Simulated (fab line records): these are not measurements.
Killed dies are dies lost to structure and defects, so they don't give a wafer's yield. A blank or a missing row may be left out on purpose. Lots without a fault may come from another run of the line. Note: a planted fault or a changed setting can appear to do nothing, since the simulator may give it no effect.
fab line records	flow nand_harc
record: lots: 24	wafers: 72	last_day: 33
route steps=1302 shown A_WL_FILL@967 A_CONTACT@1000
lots that met no fault: from a run of the same line without faults
start_h: the number of hours between the record's first day and the start of the first shown wafer of the lot	wait_h: how many hours have passed since the lot's step before this one	" as in the row above	L1.1+2: one row covering several wafers at once	- no value present, or no start provided	* or withheld: withheld	< > ~ a bound
route shown NAME@n: names a module that has steps shown in the file, with the first one's number in the route	usual: the fault-free wafers' mean and standard deviation	same: alike in all rows	chamber/n: place in a boat	sites: per-site readings	_std_site: standard deviation of those values	_edge_site: mean of outer sites minus mean of inner sites	radius_mm: for every site, how far away it sits from the centre of the wafer	mask NAME#n: copy n	behind: the tool/chamber that last shaped the wafer	hold: reason for holding the lot/hours on hold/outcome of the hold	device: which transistor (n, p or np) failed to switch	end of line: the tests these same wafers got at the end of their route	a step with no rows: only its recipe	killed: at the first sort, the dies lost to defects and structure; wafer yield is something else	map: a wafer's dies, marking killed ones x, the rest . and places with no die _
set.NAME: the setting as run; set.NAME@STEP: as run at that earlier step	model.NAME: the simulator's own value behind a step, which no gauge read
one table for each step of the route and one row for each wafer, over a sample of lots
services: the hour from which a tool's chamber was out of use, counted from the record's first day as start_h (under 0 if before that day), plus the number of hours and why
== steps ==
step: NHARC_A_WL_FILL_STRIP_29
recipe: time_s: 20	o2_flow_sccm: 500	ar_flow_sccm: 0	bias_w: 0	chemistry: O2
usual: drypump_motor_current_A: 5.8/0.46	mfc_ar_sccm: 0.005/0.0074	oes_product_au: 1.001/0.0081	rf_vpp_V: 57.6/0.87	showerhead_plenum_p_Torr: 3.44/0.12	throttle_valve_pct: 17.037/0.0093
same: bias_w: 0	time_s: 20
lot.wafer	tool	chamber	start_h	wait_h	drypump_motor_current_A	mfc_ar_sccm	oes_product_au	rf_hours_counter_h	rf_vpp_V	showerhead_plenum_p_Torr	throttle_valve_pct
L074.2	rie_diel-11	2	473.38	0.1	6.0	0	1.018	1.1	58.0	3.45	17.037
L074.5	"	3	"	"	6.3	0	1.007	-	56.7	3.50	17.039
L074.6	"	0	"	"	6.2	0.016	1.003	-	58.5	3.43	17.023
L075.1	rie_diel-11	2	499.95	0.1	6.0	0	1.003	1.9	57.2	3.45	17.034
L075.2	"	0	"	"	6.2	0.016	1.000	1.9	57.2	3.43	17.053
L075.5	"	1	"	"	5.9	0	1.003	-	56.3	3.46	17.038
L078.2	rie_diel-01	2	511.52	0.1	5.4	0	0.997	7.2	57.2	3.53	17.038
L078.1	"	0	"	"	6.4	0.004	0.990	6.2	58.9	3.74	17.030
L078.5	"	1	"	"	5.5	0.014	0.986	-	57.6	3.41	17.053
L076.4	rie_diel-12	1	512.16	0.1	5.0	0	1.010	1.4	56.5	3.31	17.029
L076.1	"	2	"	"	5.7	0	1.000	1.5	56.9	3.32	17.047
L076.6	"	3	"	"	6.0	0	1.009	-	56.6	3.32	17.030
L077.4	rie_diel-12	3	520.77	0.1	5.9	0	0.999	1.4	57.1	3.32	17.048
L077.6	"	1	"	"	5.0	0	1.009	-	57.7	3.31	17.023
L077.5	"	2	"	"	5.7	0	0.997	-	57.2	3.32	17.048
L079.2	rie_diel-01	1	530.26	0.1	5.5	0.014	0.992	5.2	58.1	3.41	17.034
L079.3	"	2	"	"	5.4	0	0.989	7.6	56.9	3.53	17.032
L079.6	"	3	"	"	6.5	0	1.003	-	57.7	3.43	17.040
L080.1	rie_diel-12	2	546.50	0.1	5.7	0	1.000	1.9	57.1	3.32	17.053
L080.4	"	0	"	"	5.5	0.019	0.992	1.8	57.8	3.55	17.040
L080.6	"	1	"	"	5.0	0	1.009	-	57.2	3.31	17.044
L081.1	rie_diel-01	0	554.39	0.1	6.4	0.004	0.998	7.9	57.6	3.74	17.021
L081.3	"	2	"	"	5.4	0	0.992	9.0	57.7	3.52	17.027
L081.5	"	0	"	"	6.4	0.004	0.998	-	59.5	3.74	17.027
L082.4	rie_diel-12	2	554.45	0.1	5.7	0	1.000	2.4	56.2	3.32	17.021
L082.1	"	0	"	"	5.5	0.019	0.981	2.2	57.0	3.55	17.027
L082.2	"	1	"	"	5.0	0	1.006	2.2	57.5	3.31	17.026
L084.3	rie_diel-01	0	567.16	0.1	6.4	0.004	0.990	8.3	56.7	3.74	17.031
L084.6	"	3	"	"	6.5	0	1.006	-	56.3	3.43	17.027
L084.5	"	0	"	"	6.4	0.004	1.003	-	57.9	3.74	17.038
L083.2	rie_diel-12	0	570.25	0.1	5.5	0.019	0.986	2.6	57.2	3.55	17.031
L083.3	"	1	"	"	5.0	0	1.007	2.6	55.3	3.31	17.036
L083.5	"	0	"	"	5.5	0.019	0.989	-	59.4	3.55	17.043
L086.3	rie_diel-12	1	591.05	0.1	5.0	0	1.000	2.9	56.7	3.31	17.051
L086.1	"	3	"	"	5.9	0	1.001	3.1	57.6	3.32	17.047
L086.6	"	1	"	"	5.0	0	1.002	-	56.4	3.31	17.025
L087.3	rie_diel-11	2	598.03	0.1	6.0	0	1.000	5.0	58.4	3.45	17.050
L087.2	"	3	"	"	6.2	0	0.997	4.9	58.2	3.49	17.035
L087.5	"	1	"	"	5.9	0	1.007	-	59.3	3.45	17.036
L085.2	rie_diel-12	3	598.04	0.1	6.0	0	1.012	3.2	58.5	3.32	17.042
L085.3	"	1	"	"	5.0	0	1.004	3.0	58.5	3.31	17.022
L085.5	"	3	"	"	5.9	0	1.011	-	57.9	3.32	17.042
L088.3	rie_diel-11	0	602.85	0.1	6.2	0.016	1.004	4.9	57.8	3.42	17.035
L088.2	"	2	"	"	6.0	0	1.010	5.0	58.3	3.45	17.031
L088.6	"	1	"	"	5.9	0	0.998	-	59.3	3.45	17.031
L089.2	rie_diel-12	2	611.65	0.1	5.7	0	1.005	3.6	57.8	3.32	17.034
L089.3	"	3	"	"	5.9	0	1.005	3.5	56.5	3.32	17.021
L089.4	"	0	"	"	5.5	0.019	0.989	3.3	57.7	3.55	17.038
L090.4	rie_diel-01	3	628.64	0.1	6.5	0	1.006	2.4	57.0	3.43	17.036
L090.3	"	0	"	"	6.4	0.004	1.001	2.3	58.6	3.74	17.061
L090.5	"	0	"	"	6.4	0.004	1.006	-	57.9	3.74	17.018
L091.2	rie_diel-12	3	644.90	0.1	5.9	0	1.005	0.1	57.4	3.32	17.046
L091.6	"	0	"	"	5.5	0.019	1.000	-	58.2	3.55	17.037
L091.5	"	1	"	"	5.0	0	1.003	-	57.3	3.31	17.035
L092.1	rie_diel-12	3	657.63	0.1	5.9	0	1.018	0.6	56.6	3.32	17.024
L092.4	"	2	"	"	5.7	0	1.004	0.6	55.8	3.32	17.035
L092.5	"	3	"	"	5.9	0	1.004	-	56.0	3.32	17.025
L093.1	rie_diel-12	2	679.81	0.1	5.7	0	0.990	1.2	57.7	3.32	17.043
L093.5	"	0	"	"	5.5	0.019	0.979	-	59.5	3.55	17.034
L093.6	"	1	"	"	5.0	0	1.004	-	57.5	3.31	17.043
L094.3	rie_diel-01	3	685.35	0.1	6.6	0	1.010	7.6	57.8	3.42	17.041
L094.2	"	1	"	"	5.5	0.014	0.989	7.3	57.5	3.41	17.041
L094.5	"	1	"	"	5.6	0.014	0.995	-	56.9	3.41	17.042
L095.3	rie_diel-12	0	686.04	0.1	5.5	0.019	1.000	1.4	57.7	3.55	17.028
L095.4	"	2	"	"	5.7	0	1.008	1.2	58.2	3.32	17.041
L095.5	"	1	"	"	5.0	0	1.006	-	56.3	3.31	17.028
L096.3	rie_diel-11	3	689.44	0.1	6.3	0	0.997	1.9	56.8	3.49	17.006
L096.1	"	1	"	"	5.9	0	1.008	2.6	56.6	3.45	17.041
L096.5	"	2	"	"	6.0	0	1.017	-	57.2	3.45	17.035
L097.4	rie_diel-01	3	697.43	0.1	6.5	0	0.999	8.3	57.6	3.42	17.034
L097.2	"	0	"	"	6.4	0.004	1.011	5.3	58.9	3.74	17.027
L097.6	"	3	"	"	6.5	0	1.001	-	58.5	3.42	17.031
step: NHARC_A_WL_FILL_ALD_19
recipe: target_thk_a: 20	pulse_time_s: 3	ald_cycles: 100	temp_c: 450	material: TiN
usual: heater_power_w: 1066/120	precursor_pulse_height_rel: 1.003/0.02
lot.wafer	tool	chamber	start_h	wait_h	heater_power_w	precursor_pulse_height_rel
L074.2	ald_metal-01	0	478.87	0.1	1103	0.998
L074.5	"	0	"	"	1084	0.997
L074.6	"	1	"	"	1138	0.998
L075.1	ald_metal-03	3	505.52	0.1	998	0.996
L075.2	"	0	"	"	976	0.999
L075.5	"	0	"	"	979	1.010
L078.2	ald_metal-01	0	517.12	0.1	1104	1.019
L078.1	"	3	"	"	995	1.025
L078.5	"	1	"	"	1114	0.950
L076.4	ald_metal-03	2	517.15	0.1	909	1.041
L076.1	"	1	"	"	1249	1.005
L076.6	"	3	"	"	1003	1.047
L077.4	ald_metal-03	3	526.36	0.1	1008	1.023
L077.6	"	2	"	"	923	0.960
L077.5	"	3	"	"	996	0.998
L079.2	ald_metal-03	2	535.80	0.1	938	1.003
L079.3	"	0	"	"	972	0.979
L079.6	"	2	"	"	956	0.993
L080.1	ald_metal-02	2	551.99	0.1	1307	1.005
L080.4	"	1	"	"	1049	1.017
L080.6	"	3	"	"	1025	1.031
L082.2	ald_metal-02	3	559.95	0.1	1026	1.034
L082.4	"	0	"	"	1082	1.013
L082.1	"	1	"	"	1093	1.034
L081.1	ald_metal-01	1	559.95	0.1	1129	0.970
L081.3	"	0	"	"	1127	1.010
L081.5	"	1	"	"	1121	1.030
L084.3	ald_metal-02	1	572.94	0.1	1042	1.003
L084.6	"	1	"	"	1043	0.999
L084.5	"	2	"	"	1314	1.011
L083.2	ald_metal-01	0	577.71	0.1	1079	1.013
L083.3	"	1	"	"	1116	0.988
L083.5	"	0	"	"	1106	1.032
L086.1	ald_metal-01	2	596.61	0.1	1014	1.005
L086.3	"	3	"	"	969	0.984
L086.6	"	3	"	"	986	1.020
L087.3	ald_metal-01	2	603.53	0.1	1018	0.971
L087.2	"	0	"	"	1121	0.968
L087.5	"	2	"	"	1005	1.002
L085.3	ald_metal-03	2	603.55	0.1	861	1.047
L085.2	"	3	"	"	986	0.997
L085.5	"	2	"	"	909	1.004
L088.3	ald_metal-01	1	608.50	0.1	1144	0.961
L088.2	"	2	"	"	1005	1.006
L088.6	"	0	"	"	1113	0.985
L089.2	ald_metal-01	1	617.24	0.1	1116	1.022
L089.3	"	2	"	"	1022	1.037
L089.4	"	1	"	"	1095	1.035
L090.3	ald_metal-02	3	634.37	0.1	1054	0.984
L090.4	"	1	"	"	1068	0.990
L090.5	"	0	"	"	1114	1.019
L091.2	ald_metal-03	1	650.69	0.1	1253	1.011
L091.5	"	0	"	"	954	1.012
L091.6	"	1	"	"	1245	0.994
L092.1	ald_metal-03	1	663.09	0.1	1273	1.009
L092.4	"	3	"	"	991	0.979
L092.5	"	2	"	"	884	1.029
L093.1	ald_metal-02	3	685.41	0.2	1066	0.987
L093.6	"	0	"	"	1094	1.028
L093.5	"	1	"	"	1060	0.980
L095.4	ald_metal-03	2	691.11	0.1	871	0.989
L095.3	"	3	"	"	1004	1.004
L095.5	"	1	"	"	1251	1.005
L094.2	ald_metal-02	2	691.11	0.1	1320	1.008
L094.3	"	3	"	"	1081	0.989
L094.5	"	1	"	"	1026	0.994
L096.3	ald_metal-01	1	695.03	0.1	1131	1.004
L096.1	"	2	"	"	1021	0.990
L096.5	"	2	"	"	1038	1.023
L097.4	ald_metal-03	2	702.98	0.1	874	1.027
L097.2	"	3	"	"	1007	1.024
L097.6	"	3	"	"	980	1.020
step: NHARC_A_CONTACT_DESCUM_47
recipe: time_s: 3	o2_flow_sccm: 200	ar_flow_sccm: 0	bias_power_w: 0	chemistry: O2
usual: drypump_motor_current_A: 5.5/0.45	mfc_ar_sccm: 0.005/0.01	oes_product_au: 1.003/0.01	rf_vpp_V: 57.6/0.83	showerhead_plenum_p_Torr: 1.91/0.075	throttle_valve_pct: 11.311/0.009
same: time_s: 3
lot.wafer	tool	chamber	start_h	wait_h	drypump_motor_current_A	mfc_ar_sccm	oes_product_au	rf_hours_counter_h	rf_vpp_V	showerhead_plenum_p_Torr	throttle_valve_pct
L074.2	rie_diel-05	3	485.39	0.1	4.9	0	1.002	6	57.3	1.85	11.326
L074.5	"	0	"	"	5.5	0.012	1.011	-	56.9	1.87	11.325
L074.6	"	1	"	"	5.5	0	1.008	-	59.0	2.01	11.319
L075.1	rie_diel-05	0	514.44	0.1	5.5	0.012	1.020	17	57.5	1.87	11.312
L075.2	"	3	"	"	4.9	0	1.012	11	55.7	1.84	11.299
L075.5	"	0	"	"	5.5	0.012	1.018	-	57.2	1.87	11.307
L078.2	rie_diel-05	0	523.72	0.1	5.5	0.012	1.016	19	56.8	1.87	11.308
L078.1	"	1	"	"	5.5	0	1.004	19	57.5	2.01	11.301
L078.5	"	0	"	"	5.5	0.012	1.012	-	57.6	1.87	11.315
L076.1	rie_diel-03	2	523.98	0.1	5.2	0	0.999	21	58.4	1.98	11.308
L076.4	"	0	"	"	6.3	0	0.998	16	57.2	1.83	11.313
L076.6	"	2	"	"	5.2	0	1.006	-	57.1	1.98	11.305
L077.4	rie_diel-05	1	533.10	0.1	5.5	0	1.014	21	58.2	2.01	11.317
L077.6	"	3	"	"	4.9	0	1.029	-	57.1	1.84	11.329
L077.5	"	0	"	"	5.5	0.012	1.027	-	57.9	1.87	11.310
L079.2	rie_diel-05	1	543.67	0.1	5.5	0	1.010	23	58.5	2.01	11.320
L079.3	"	0	"	"	5.5	0.012	1.015	22	56.8	1.87	11.321
L079.6	"	2	"	"	5.7	0	1.006	-	57.8	1.91	11.306
L080.4	rie_diel-05	0	561.32	0.1	5.5	0.012	1.025	25	56.9	1.87	11.296
L080.1	"	1	"	"	5.5	0	1.015	26	57.6	2.01	11.310
L080.6	"	2	"	"	5.8	0	1.009	-	58.8	1.91	11.309
L082.4	rie_diel-05	0	566.57	0.1	5.5	0.012	1.009	27	57.4	1.87	11.294
L082.1	"	1	"	"	5.5	0	1.007	27	58.0	2.01	11.320
L082.2	"	2	"	"	5.8	0	1.013	27	57.3	1.91	11.302
L081.1	rie_diel-10	0	567.41	0.1	5.5	0.004	1.009	43	57.3	1.91	11.315
L081.3	"	2	"	"	6.1	0.042	0.995	54	57.1	2.04	11.310
L081.5	"	3	"	"	4.6	0.028	0.985	-	57.4	1.91	11.324
L084.3	rie_diel-05	2	583.13	0.1	5.8	0	0.998	29	58.0	1.90	11.313
L084.6	"	0	"	"	5.5	0.012	1.017	-	57.4	1.87	11.307
L084.5	"	3	"	"	4.9	0	1.007	-	57.3	1.84	11.325
L083.2	rie_diel-03	0	588.03	0.1	6.3	0	0.999	37	57.1	1.82	11.305
L083.3	"	2	"	"	5.2	0	1.009	44	58.3	1.98	11.307
L083.5	"	0	"	"	6.3	0	1.004	-	57.3	1.82	11.302
L086.1	rie_diel-05	2	603.73	0.4	5.8	0	0.995	34	57.8	1.90	11.326
L086.3	"	1	"	"	5.5	0	0.992	29	57.3	2.00	11.302
L086.6	"	2	"	"	5.7	0	0.992	-	57.1	1.90	11.310
L087.3	rie_diel-10	0	610.21	0.1	5.5	0.004	0.996	0	55.9	1.91	11.313
L087.2	"	1	"	"	6.5	0	0.998	0	56.9	1.80	11.302
L087.5	"	3	"	"	4.6	0.028	0.993	-	56.9	1.91	11.328
L085.3	rie_diel-03	1	610.55	0.1	6.2	0	1.004	50	59.4	2.06	11.314
L085.2	"	2	"	"	5.2	0	0.997	58	58.1	1.97	11.302
L085.5	"	0	"	"	6.3	0	0.995	-	58.0	1.82	11.309
L088.3	rie_diel-03	2	616.54	0.1	5.2	0	0.998	61	58.1	1.97	11.320
L088.2	"	3	"	"	5.4	0	1.010	58	56.6	1.80	11.302
L088.6	"	1	"	"	6.2	0	1.011	-	57.7	2.06	11.314
L089.3	rie_diel-10	0	626.67	0.1	5.5	0.004	1.003	5	57.6	1.90	11.313
L089.2	"	2	"	"	6.2	0.042	0.999	5	56.9	2.03	11.326
L089.4	"	3	"	"	4.6	0.028	0.994	5	58.2	1.91	11.317
L090.3	rie_diel-05	3	641.27	0.1	4.9	0	0.996	5	59.0	1.84	11.313
L090.4	"	0	"	"	5.5	0.012	0.994	5	57.6	1.86	11.323
L090.5	"	3	"	"	4.9	0	0.995	-	56.4	1.84	11.323
L091.2	rie_diel-05	3	657.61	0.1	4.9	0	1.010	9	58.0	1.84	11.311
L091.6	"	2	"	"	5.8	0	0.995	-	57.2	1.90	11.289
L091.5	"	3	"	"	4.9	0	1.014	-	58.1	1.84	11.308
L092.4	rie_diel-05	2	671.03	0.1	5.8	0	0.998	9	58.0	1.90	11.321
L092.1	"	3	"	"	4.9	0	1.010	10	57.4	1.84	11.314
L092.5	"	0	"	"	5.5	0.012	0.994	-	58.2	1.86	11.335
L093.1	rie_diel-05	0	692.06	0.1	5.5	0.012	0.989	11	56.6	1.86	11.317
L093.6	"	3	"	"	4.9	0	0.987	-	56.3	1.84	11.324
L093.5	"	0	"	"	5.5	0.012	0.986	-	58.0	1.86	11.319
L095.4	rie_diel-05	2	697.84	0.1	5.8	0	1.009	14	57.5	1.90	11.300
L095.3	"	3	"	"	4.9	0	0.998	13	57.0	1.84	11.308
L095.5	"	0	"	"	5.5	0.012	0.987	-	57.3	1.86	11.320
L094.2	rie_diel-10	3	698.13	0.1	4.6	0.028	0.999	25	57.8	1.90	11.289
L094.3	"	0	"	"	5.5	0.004	0.999	26	57.9	1.90	11.316
L094.5	"	2	"	"	6.1	0.042	0.996	-	60.2	2.03	11.315
L096.1	rie_diel-05	2	701.99	0.1	5.8	0	0.993	15	57.7	1.90	11.311
L096.3	"	3	"	"	4.8	0	0.996	14	57.5	1.84	11.311
L096.5	"	2	"	"	5.8	0	0.995	-	57.7	1.90	11.315
L097.2	rie_diel-05	1	710.60	0.1	5.5	0	0.993	16	59.0	2.00	11.317
L097.4	"	3	"	"	4.9	0	1.004	16	57.0	1.83	11.305
L097.6	"	1	"	"	5.5	0	0.992	-	57.6	2.00	11.296
step: NHARC_A_CONTACT_ETCH_118
recipe: source_w: withheld	pressure_mtorr: 20	bias_v: 3000	time_s: 190	target_depth_a: 18500	ar_flow_sccm: withheld	c4f8_flow_sccm: withheld	o2_flow_sccm: withheld	chemistry: C4F8/O2/Ar
same: time_s: 190
lot.wafer	tool	chamber	start_h	wait_h	rf_hours_counter_h
L074.2	har_cap_etch-02	0	488.44	0.1	83
L074.6	"	1	"	"	-
L074.5	"	0	"	"	-
L075.1	har_cap_etch-01	1	517.49	0.1	1
L075.2	"	0	"	"	1
L075.5	"	0	"	"	-
L078.1	har_cap_etch-02	0	526.79	0.1	88
L078.2	"	1	"	"	88
L078.5	"	1	"	"	-
L076.1	har_cap_etch-03	1	527.01	0.1	45
L076.4	"	0	"	"	-
L076.6	"	0	"	"	-
L077.4	har_cap_etch-02	0	536.19	0.1	-
L077.6	"	0	"	"	-
L077.5	"	1	"	"	-
L079.2	har_cap_etch-02	0	546.73	0.1	93
L079.3	"	0	"	"	-
L079.6	"	1	"	"	-
L080.1	har_cap_etch-02	1	564.36	0.1	97
L080.4	"	1	"	"	-
L080.6	"	0	"	"	-
L082.1	har_cap_etch-01	0	569.62	0.1	11
L082.2	"	1	"	"	11
L082.4	"	1	"	"	-
L081.1	har_cap_etch-03	1	570.46	0.1	54
L081.3	"	1	"	"	-
L081.5	"	1	"	"	-
L084.3	har_cap_etch-02	0	586.60	0.1	-
L084.5	"	0	"	"	-
L084.6	"	1	"	"	-
L083.2	har_cap_etch-01	0	591.15	0.1	17
L083.3	"	1	"	"	-
L083.5	"	0	"	"	-
L086.1	har_cap_etch-03	1	606.78	0.1	61
L086.3	"	1	"	"	-
L086.6	"	0	"	"	-
L087.2	har_cap_etch-02	0	613.69	0.1	106
L087.3	"	0	"	"	-
L087.5	"	0	"	"	-
L085.2	har_cap_etch-03	1	613.95	0.1	63
L085.3	"	0	"	"	-
L085.5	"	0	"	"	-
L088.2	har_cap_etch-02	1	619.99	0.1	108
L088.3	"	0	"	"	-
L088.6	"	1	"	"	-
L089.2	har_cap_etch-03	1	629.72	0.1	67
L089.3	"	1	"	"	-
L089.4	"	0	"	"	-
L090.4	har_cap_etch-03	0	644.38	0.1	-
L090.3	"	1	"	"	-
L090.5	"	0	"	"	-
L091.2	har_cap_etch-03	0	660.65	0.1	73
L091.6	"	0	"	"	-
L091.5	"	1	"	"	-
L092.1	har_cap_etch-03	1	674.23	0.2	75
L092.4	"	0	"	"	-
L092.5	"	0	"	"	-
L093.1	har_cap_etch-01	0	695.26	0.1	33
L093.6	"	1	"	"	-
L093.5	"	0	"	"	-
L094.2	har_cap_etch-03	1	701.20	0.1	79
L094.3	"	0	"	"	-
L094.5	"	0	"	"	-
L095.4	har_cap_etch-02	0	701.36	0.2	-
L095.3	"	1	"	"	-
L095.5	"	0	"	"	-
L096.1	har_cap_etch-01	1	705.02	0.1	36
L096.3	"	1	"	"	-
L096.5	"	0	"	"	-
L097.2	har_cap_etch-01	1	713.68	0.1	38
L097.4	"	1	"	"	-
L097.6	"	0	"	"	-
step: NHARC_A_CONTACT_ETCH_122
recipe: source_w: withheld	pressure_mtorr: 20	bias_v: 3000	time_s: 190	target_depth_a: 18500	ar_flow_sccm: withheld	c4f8_flow_sccm: withheld	o2_flow_sccm: withheld	chemistry: C4F8/O2/Ar
same: time_s: 190
lot.wafer	tool	chamber	start_h	wait_h	rf_hours_counter_h
L074.2	har_cap_etch-02	0	489.12	0.1	84
L074.6	"	1	"	"	-
L074.5	"	0	"	"	-
L075.1	har_cap_etch-01	1	518.18	0.1	2
L075.2	"	0	"	"	2
L075.5	"	0	"	"	-
L078.1	har_cap_etch-02	0	527.47	0.1	89
L078.2	"	1	"	"	89
L078.5	"	1	"	"	-
L076.1	har_cap_etch-03	1	527.69	0.1	46
L076.4	"	0	"	"	-
L076.6	"	0	"	"	-
L077.4	har_cap_etch-02	0	536.87	0.1	-
L077.6	"	0	"	"	-
L077.5	"	1	"	"	-
L079.2	har_cap_etch-02	0	547.41	0.1	94
L079.3	"	0	"	"	-
L079.6	"	1	"	"	-
L080.1	har_cap_etch-02	1	565.04	0.1	97
L080.4	"	1	"	"	-
L080.6	"	0	"	"	-
L082.1	har_cap_etch-01	0	570.30	0.1	12
L082.2	"	1	"	"	12
L082.4	"	1	"	"	-
L081.1	har_cap_etch-03	1	571.14	0.1	54
L081.3	"	1	"	"	-
L081.5	"	1	"	"	-
L084.3	har_cap_etch-02	0	587.28	0.1	-
L084.5	"	0	"	"	-
L084.6	"	1	"	"	-
L083.2	har_cap_etch-01	0	591.83	0.1	17
L083.3	"	1	"	"	-
L083.5	"	0	"	"	-
L086.1	har_cap_etch-03	1	607.47	0.1	61
L086.3	"	1	"	"	-
L086.6	"	0	"	"	-
L087.2	har_cap_etch-02	0	614.37	0.1	106
L087.3	"	0	"	"	-
L087.5	"	0	"	"	-
L085.2	har_cap_etch-03	1	614.63	0.1	64
L085.3	"	0	"	"	-
L085.5	"	0	"	"	-
L088.2	har_cap_etch-02	1	620.67	0.1	108
L088.3	"	0	"	"	-
L088.6	"	1	"	"	-
L089.2	har_cap_etch-03	1	630.39	0.1	68
L089.3	"	1	"	"	-
L089.4	"	0	"	"	-
L090.4	har_cap_etch-03	0	645.06	0.1	-
L090.3	"	1	"	"	-
L090.5	"	0	"	"	-
L091.2	har_cap_etch-03	0	661.33	0.1	74
L091.6	"	0	"	"	-
L091.5	"	1	"	"	-
L092.1	har_cap_etch-03	1	675.14	0.2	76
L092.4	"	0	"	"	-
L092.5	"	0	"	"	-
L093.1	har_cap_etch-01	0	695.94	0.1	34
L093.6	"	1	"	"	-
L093.5	"	0	"	"	-
L094.2	har_cap_etch-03	1	701.88	0.1	80
L094.3	"	0	"	"	-
L094.5	"	0	"	"	-
L095.4	har_cap_etch-02	0	702.26	0.2	-
L095.3	"	1	"	"	-
L095.5	"	0	"	"	-
L096.1	har_cap_etch-01	1	705.71	0.1	36
L096.3	"	1	"	"	-
L096.5	"	0	"	"	-
L097.2	har_cap_etch-01	1	714.36	0.1	38
L097.4	"	1	"	"	-
L097.6	"	0	"	"	-
step: NHARC_A_CONTACT_CD_MEAS_53
usual: cd_nm: 289.6/1
lot.wafer	tool	chamber	start_h	wait_h	cd_nm
L074.2	cd_sem-01	-	490.46	-	289.4
L074.5	"	-	"	"	290.3
L074.6	"	-	"	"	290.1
L075.1	cd_sem-02	-	519.54	-	287.5
L075.2	"	-	"	"	288.4
L075.5	"	-	"	"	287.9
L078.1	cd_sem-01	-	528.85	-	289.1
L078.2	"	-	"	"	288.5
L078.5	"	-	"	"	288.2
L076.1	cd_sem-03	-	529.06	-	290.2
L076.4	"	-	"	"	290.3
L076.6	"	-	"	"	290.8
L077.4	cd_sem-03	-	538.18	-	288.9
L077.5	"	-	"	"	289.4
L077.6	"	-	"	"	290.2
L079.2	cd_sem-02	-	548.79	-	291.1
L079.3	"	-	"	"	290.0
L079.6	"	-	"	"	290.0
L080.1	cd_sem-01	-	566.41	-	288.5
L080.4	"	-	"	"	288.2
L080.6	"	-	"	"	288.6
L082.1	cd_sem-01	-	571.67	-	290.6
L082.2	"	-	"	"	289.8
L082.4	"	-	"	"	289.6
L081.1	cd_sem-01	-	572.51	-	290.5
L081.3	"	-	"	"	289.8
L081.5	"	-	"	"	289.9
L084.3	cd_sem-03	-	588.63	-	289.1
L084.5	"	-	"	"	290.7
L084.6	"	-	"	"	289.6
L083.2	cd_sem-01	-	593.20	-	289.8
L083.3	"	-	"	"	288.8
L083.5	"	-	"	"	290.2
L086.1	cd_sem-03	-	608.82	-	291.4
L086.3	"	-	"	"	290.1
L086.6	"	-	"	"	291.4
L087.2	cd_sem-02	-	615.74	-	288.7
L087.3	"	-	"	"	288.6
L087.5	"	-	"	"	288.6
L085.2	cd_sem-03	-	616.00	-	289.0
L085.3	"	-	"	"	289.8
L085.5	"	-	"	"	290.7
L088.2	cd_sem-02	-	622.27	-	290.8
L088.3	"	-	"	"	289.2
L088.6	"	-	"	"	289.8
L089.2	cd_sem-02	-	631.76	-	288.5
L089.3	"	-	"	"	288.0
L089.4	"	-	"	"	287.5
L090.3	cd_sem-01	-	646.38	-	290.3
L090.4	"	-	"	"	291.0
L090.5	"	-	"	"	290.3
L091.2	cd_sem-01	-	662.69	-	291.0
L091.5	"	-	"	"	290.5
L091.6	"	-	"	"	290.6
L092.1	cd_sem-01	-	676.74	-	290.4
L092.4	"	-	"	"	290.0
L092.5	"	-	"	"	289.6
L093.1	cd_sem-03	-	697.28	-	287.1
L093.5	"	-	"	"	287.1
L093.6	"	-	"	"	287.6
L094.2	cd_sem-03	-	703.23	-	289.4
L094.3	"	-	"	"	288.7
L094.5	"	-	"	"	289.4
L095.3	cd_sem-03	-	703.90	-	289.8
L095.4	"	-	"	"	289.7
L095.5	"	-	"	"	290.5
L096.1	cd_sem-02	-	707.07	-	289.0
L096.3	"	-	"	"	288.9
L096.5	"	-	"	"	289.1
L097.2	cd_sem-03	-	715.78	-	289.3
L097.4	"	-	"	"	289.6
L097.6	"	-	"	"	288.2
== services ==
tool	chamber	start_h	hours	kind
rie_diel-12	3	456.56	6.1	repair
rie_diel-05	3	465.92	15.2	repair
ald_metal-01	1	466.70	1.8	repair
har_cap_etch-01	-	497.06	17.0	pm
ald_metal-03	0	502.82	1.8	repair
ald_metal-01	-	526.00	10.0	pm
ald_metal-01	1	547.48	10.9	repair
ald_metal-03	-	568.08	10.0	pm
rie_diel-05	1	573.90	24.5	repair
ald_metal-01	3	583.93	7.1	repair
har_cap_etch-01	-	594.01	2.2	repair
ald_metal-01	-	594.90	0.5	repair
rie_diel-05	-	606.25	9.0	pm
rie_diel-12	0	617.82	4.4	repair
rie_diel-12	-	622.40	9.0	pm
ald_metal-03	2	631.75	1.8	repair
rie_diel-05	-	659.51	10.5	repair
ald_metal-03	3	673.83	7.0	repair
ald_metal-01	-	681.50	1.2	repair
har_cap_etch-01	-	682.50	2.5	repair
rie_diel-05	0	685.51	4.9	repair
rie_diel-05	2	687.88	1.9	repair
ald_metal-01	-	702.28	1.1	repair
rie_diel-12	1	714.09	16.6	repair
== key ==
fault none
